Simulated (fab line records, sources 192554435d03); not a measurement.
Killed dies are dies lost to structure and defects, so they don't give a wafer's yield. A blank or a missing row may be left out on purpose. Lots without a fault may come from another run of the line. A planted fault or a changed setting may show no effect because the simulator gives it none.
Chamber matching | flow n5_finfet | N5_ZERO_LAYER_ETCH_17 on rie_diel-05: 4 sister chambers
The step etches SiO2 in CF4, target depth 12 nm, time 13.3 s. 8 wafers are shown with their chamber, then 9 later ones without.

WAFERS WITH THEIR CHAMBER
wafer  | chamber | showerhead_plenum_p_Torr (Torr) | drypump_motor_current_A (A)
L078.5 | 2       | 2.16                            | 5.7
L080.6 | 3       | 2.17                            | 5.4
L082.3 | 2       | 2.16                            | 5.8
L082.4 | 1       | 2.05                            | 5.5
L082.6 | 0       | 2.11                            | 6.1
L087.1 | 0       | 2.11                            | 6.0
L087.2 | 1       | 2.05                            | 5.5
L087.5 | 3       | 2.16                            | 5.4

WAFERS WITHOUT THEIR CHAMBER
wafer  | showerhead_plenum_p_Torr (Torr) | drypump_motor_current_A (A)
L091.1 | 2.15                            | 5.8
L091.4 | 2.04                            | 5.5
L091.5 | 2.15                            | 5.8
L096.3 | 2.11                            | 6.1
L096.4 | 2.04                            | 5.5
L096.5 | 2.16                            | 5.4
L097.2 | 2.04                            | 5.5
L097.4 | 2.15                            | 5.8
L097.5 | 2.16                            | 5.4

WHICH CHAMBER EACH WENT THROUGH
wafer  | from the rows above | in truth
L091.1 | 2                   | 2
L091.4 | 1                   | 1
L091.5 | 2                   | 2
L096.3 | 0                   | 0
L096.4 | 1                   | 1
L096.5 | 3                   | 3
L097.2 | 1                   | 1
L097.4 | 2                   | 2
L097.5 | 3                   | 3
Placed correctly: 9 of 9. Can't be placed from these rows: 0. Placed wrongly: 0.
How it was worked out, from the rows above alone: a wafer's distance from a chamber is the root of the sum, over the readings, of the square of ((its reading less the chamber's mean) divided by the reading's scatter). The wafer belongs to the nearest chamber; if the next one is less than 2 further off, it can't be placed. A chamber's mean is the mean of its shown wafers. The scatter: the root of (the sum of the squares of (reading less its chamber's mean) over the shown wafers, divided by (wafers less chambers)).
